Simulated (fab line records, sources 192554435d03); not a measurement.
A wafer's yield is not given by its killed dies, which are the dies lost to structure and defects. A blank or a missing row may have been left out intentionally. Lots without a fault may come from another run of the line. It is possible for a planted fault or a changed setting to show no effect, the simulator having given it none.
Struck lot and sound lot, side by side ; flow n5 finfet ; 38 out of 1938 route steps
Sound: the wafers L508.4, L508.5, L508.6. Struck: wafer L517.2. (L517.1 of the same lot was not struck and is left out.) The cause comes at the end.
Order at every step that has rows: each side's tool, ch and its chambers, its first start. Under that, the readings that differ: sound wafers ; struck wafers ; difference of the means ; sigmas: that difference in standard deviations of wafers without a fault.
alike: words and numbers the same on both sides, and readings whose means are apart by under 2 such deviations; not compared: readings that were withheld, readings missing a value for some wafer, numbers with overlapping values and no deviation given by the record, and bounds like >300 which may hide the same value.
A row with sigmas, a row that says differs or no value, or rows on one side alone: a step with any of these is where the two part. Numbers that have no deviation but don't overlap get no sigmas and don't part them. A reading that every wafer of one side lacks parts them only if that side has two wafers or more.

first, 11 steps without rows for these wafers: N5_SD_EPI_N_SD_RECESS_17 (chemistry HBr/Cl2/O2, target depth 41 nm, time 23.7 s, bt time 3 s); N5_SD_EPI_N_STRIP_38 (strips in N2/H2); N5_SD_EPI_N_WET_ETCH_43 (etches SiO2 in dHF, time 14 s, target depth 1.5 nm); N5_SD_EPI_N_STRIP_18 (strips in SPM, time 750 s); N5_SD_EPI_N_SRD_20 (time 30 s); N5_SD_EPI_N_PRECLEAN_48 (cleans in NF3:NH3, afs cycles 2, time 20 s, sublimation time 60 s); N5_SD_EPI_N_VAPOR_ETCH_50 (etches Si in HCl, time 54 s); N5_SD_EPI_N_EPI_21 (deposits Si:P, time 690 s); N5_SD_EPI_N_PRECLEAN_24 (cleans in O3/DIW, time 60 s); N5_SD_EPI_N_SRD_25 (time 30 s); N5_SD_EPI_N_PRECLEAN_49 (cleans in NF3:NH3, afs cycles 1, time 20 s, sublimation time 60 s).
N5_SD_EPI_N_LINER_46: material SiNx, target thk 3 nm.
  sound on ald sin-01 ch 1,2,3, day 4 11:03; struck on ald sin-01 ch 0, day 6 17:43
reading;sound;struck;difference;sigmas
model.SiNx_of_SD_EPI_N_LINER_46.thk nm (nm);3 3 3;1.8;-1.2;
  alike: heater power w
then, 21 steps without rows for these wafers: N5_SD_EPI_P_COAT_34 (time 60 s, resist thk 350 nm); N5_SD_EPI_P_COAT_35 (time 60 s, resist thk 35 nm); N5_SD_EPI_P_COAT_03 (resist thk 150 nm); N5_SD_EPI_P_EBR_05; N5_SD_EPI_P_SOFTBAKE_04 (time 60 s); N5_SD_EPI_P_EXPOSE_06 (exposes mask SD P BLK, target cd 240 nm); N5_SD_EPI_P_PEB_07 (peb time 60 s); N5_SD_EPI_P_DEVELOP_08 (develop time 30 s); N5_SD_EPI_P_DESCUM_14 (chemistry O2, time 7.9 s); N5_SD_EPI_P_ETCH_36 (etches SiARC in CF4, target depth 45.5 nm, time 75.8 s); N5_SD_EPI_P_ETCH_37 (etches SOC in N2/H2, overetch 108 nm, time 486 s); N5_SD_EPI_P_STRIP_38 (strips in N2/H2); N5_SD_EPI_P_ETCHBACK_46 (etches SiNx in CH3F/O2, stops on SiO2, target depth 17.5 nm); N5_SD_EPI_P_ETCH_47 (etches SiOCN in CH3F/O2, target depth 25 nm); N5_SD_EPI_P_ETCH_16 (etches SiO2 in CHF3/O2, target depth 5 nm); N5_SD_EPI_P_STRIP_50 (strips in CHF3/O2); N5_SD_EPI_P_SD_RECESS_17 (chemistry HBr/Cl2/O2, target depth 39.1 nm, bt time 3 s); N5_SD_EPI_P_WET_ETCH_45 (etches SiO2 in dHF, time 10.7 s, target depth 2 nm, rinse time 30 s); N5_SD_EPI_P_STRIP_40 (strips in N2/H2); N5_SD_EPI_P_PRECLEAN_52 (cleans in O3/DIW, time 60 s); N5_SD_EPI_P_SRD_20 (time 30 s).
N5_SD_EPI_P_PRECLEAN_51: cleans in NF3:NH3, afs cycles 1, time 20 s, sublimation time 60 s.
  sound on epi rpcvd-03 ch 0, day 4 12:55; struck on epi rpcvd-03 ch 0, day 6 19:59
reading;sound;struck;difference;sigmas
model.SiNx_of_SD_EPI_N_LINER_46.thk nm (nm);2.6 2.6 2.6;1.4;-1.2;
then, 2 steps without rows for these wafers: N5_SD_EPI_P_VAPOR_ETCH_44 (etches SiGe30 in NF3/Ar, time 3.3 s); N5_SD_EPI_P_EPI_21 (deposits SiGe:B, time 355 s).
-- a jump in the record: the struck wafers' starts before and after are 4 days apart (it breaks off in module SD_EPI_P and resumes in module BEOL_M4, where the first step shown is number 1111 of the route) --
N5_BEOL_M4_RC_MEAS_101:
  sound on prober-01 ch 0, day 9 03:30; struck on prober-02 ch 0, day 11 04:43
reading;sound;struck;difference;sigmas
IOFF_P (nA/um);0.35 0.25 0.19;0.50;+0.24;+5
IOFF_P_85C (nA/um);5.5 4.3 3.4;7.5;+3.1;+5
IOFF_P_LIN (nA/um);0.135 0.114 0.093;0.196;+0.082;+5
ION_P (uA/um);451 461 469;494;+34;+4
REXT_P (ohm.um);98 98 97;88;-10;-3
VT_P (mV);-248 -249 -252;-233;+17;+5
VT_P_LVT (mV);-96 -97 -101;-81;+17;+6
  alike: DIBL_N, DIBL_P, IOFF_N, ION_N, SS_N, SS_P, VT_N
-- the record jumps here: 5 days lie between the struck wafers' starts before and after (it left off in module BEOL_M4 and takes up again in module PASSIVATION, whose first step shown is number 1936 of the route) --
N5_PASSIVATION_PROBE_49:
  sound on prober-01 at day 13 08:23; struck on prober-02 at day 15 19:24
reading;sound;struck;difference;sigmas
sort_bin_4_leakage (%);0.08 0 0;3.64;+3.61;+75
sort n pass;1082 1088 1094;1025;-63;-4
sort yield pct (%);91.7 92.2 92.7;86.9;-5.3;-4
  alike: defect limited yield, killed_at_M0_to_M3, killed_at_M4_up, killed at contacts, killed at front end, killed at other, killed dies, killed open, killed short, sort_bin_5_function, sort_bin_6_memory

WHERE THEY PART
Last at N5_PASSIVATION_PROBE_49 as far as this record goes, first at N5_BEOL_M4_RC_MEAS_101.

WHY: the cause the simulator had injected
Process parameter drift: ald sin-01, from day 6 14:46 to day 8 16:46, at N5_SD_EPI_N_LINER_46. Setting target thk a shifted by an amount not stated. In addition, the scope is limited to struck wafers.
